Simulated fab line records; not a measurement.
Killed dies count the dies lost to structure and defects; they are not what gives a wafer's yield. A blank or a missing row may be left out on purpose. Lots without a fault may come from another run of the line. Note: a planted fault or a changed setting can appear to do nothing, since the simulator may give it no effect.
A struck lot beside a sound one -- flow nand_harc -- 25 out of 1302 route steps
Sound: the wafers L665.2, L665.3, L665.6. Struck: wafers L661.1, L661.2, L661.6. The cause is given at the end.
At each step with rows: each side's tool, then ch and its chambers, then its first start. Under that, the readings that differ: sound wafers -- struck wafers -- difference of the means -- sigmas: that difference in standard deviations of wafers without a fault.
alike: readings with means less than 2 such deviations apart, plus words and numbers identical on both sides. not compared: withheld readings, readings lacking a value on some wafer, bounds such as >300 that could conceal the same value, and numbers that have no deviation in the record and whose values overlap.
A row with sigmas, a row that says differs or no value, or rows on one side alone: a step with any of these is where the two part. When numbers do not overlap yet have no deviation, they are printed without sigmas and do not part them. A reading missing from all wafers of one side parts the sides only when that side holds two or more wafers.

first, 4 steps without rows for these wafers: NHARC_A_STAIRCASE_DEP_417 (deposits Si3N4, target thk 60 nm); NHARC_A_STAIRCASE_WET_418 (chemistry H3PO4, target depth 20 nm); NHARC_A_STAIRCASE_PRECLEAN_419 (cleans in SC1); NHARC_A_STAIRCASE_SRD_421.
NHARC_A_STAIRCASE_ALD_420: deposits SiO2, target thk 20 nm, pulse time 6 s, ald cycles 200.
  sound on ald_hk-02 ch 0,1,3, day 23 12:16; struck on ald_hk-02 ch 2,3, day 22 07:12
  alike: heater_power_w, precursor_pulse_height_rel
then, 1 step without rows for these wafers: NHARC_A_STAIRCASE_CVD_552 (deposits SiNx, target thk 40 nm).
NHARC_A_STAIRCASE_DEP_151: deposits SiO2, target thk 7200 nm.
  sound on pecvd-02 ch 0,1, day 23 20:28; struck on pecvd-04 ch 1,2, day 22 15:19
  alike: heater_power_w, mfc_precursor_sccm
then, 1 step without rows for these wafers: NHARC_A_STAIRCASE_ANNEAL_320 (time 1800 s).
NHARC_A_STAIRCASE_DEP_322: deposits SiO2, target thk 7200 nm.
  sound on pecvd-04 ch 1,2, day 24 04:15; struck on pecvd-04 ch 1,2, day 22 23:35
  alike: heater_power_w, mfc_precursor_sccm
then, 1 step without rows for these wafers: NHARC_A_STAIRCASE_ANNEAL_323 (time 1800 s).
NHARC_A_STAIRCASE_DEP_325: deposits SiO2, target thk 7200 nm.
  sound on pecvd-04 ch 0,1,2, day 24 11:20; struck on pecvd-02 ch 0,1, day 23 07:44
reading,sound,struck,difference,sigmas
mfc_precursor_sccm (sccm),200.1 199.8 200.3,221.5 220.7 219.6,+20.5,+33
  alike: heater_power_w
then, 10 steps without rows for these wafers: NHARC_A_STAIRCASE_ANNEAL_326 (time 1800 s); NHARC_A_STAIRCASE_DEHYDRATE_433 (time 120 s); NHARC_A_STAIRCASE_HMDS_434 (time 30 s); NHARC_A_STAIRCASE_COAT_435; NHARC_A_STAIRCASE_SOFTBAKE_436 (time 170 s); NHARC_A_STAIRCASE_EBR_437; NHARC_A_STAIRCASE_EXPOSE_438 (exposes mask STAIR REV); NHARC_A_STAIRCASE_PEB_439 (peb time 130 s); NHARC_A_STAIRCASE_DEVELOP_440 (time 140 s); NHARC_A_STAIRCASE_HARDBAKE_442 (time 140 s).
NHARC_A_STAIRCASE_DESCUM_443: chemistry O2, time 3 s.
  sound on rie_diel-13 ch 0,2, day 24 19:59; struck on rie_diel-01 ch 1,2, day 23 17:14
  alike: drypump_motor_current_A, oes_product_au, rf_vpp_V, showerhead_plenum_p_Torr, throttle_valve_pct
  not compared: rf_hours_counter_h
then, 1 step without rows for these wafers: NHARC_A_STAIRCASE_ETCH_444 (etches the open film in C4F8/O2, target depth 20400 nm, time 6800 s).
NHARC_A_STAIRCASE_STRIP_446: strips in O2.
  sound on plasma_asher-01 ch 0,1, day 25 01:26; struck on plasma_asher-02 ch 0,1, day 24 00:49
reading,sound,struck,difference,sigmas
hold,- - -,await_dispo/2.9h/release await_dispo/2.9h/release await_dispo/2.9h/release,no value on the sound wafers,
  alike: drypump_motor_current_A, heater_power_w
  not compared: rf_hours_counter_h
-- record jumps: 5 days between struck wafers' starts before vs after; left off in module A_STAIRCASE, resumes in module END, first step shown is number 1302 of the route --
NHARC_END_SORT_01:
  only the struck wafers appear in the record here, on prober-02 ch 0 at day 29 10:29; the sound ones have no rows

WHERE THEY PART
First at NHARC_A_STAIRCASE_DEP_325; last, within this record, at NHARC_END_SORT_01.

WHY: the cause the simulator had injected
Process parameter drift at NHARC_A_STAIRCASE_DEP_325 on pecvd-02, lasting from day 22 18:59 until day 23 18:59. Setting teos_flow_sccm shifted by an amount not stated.
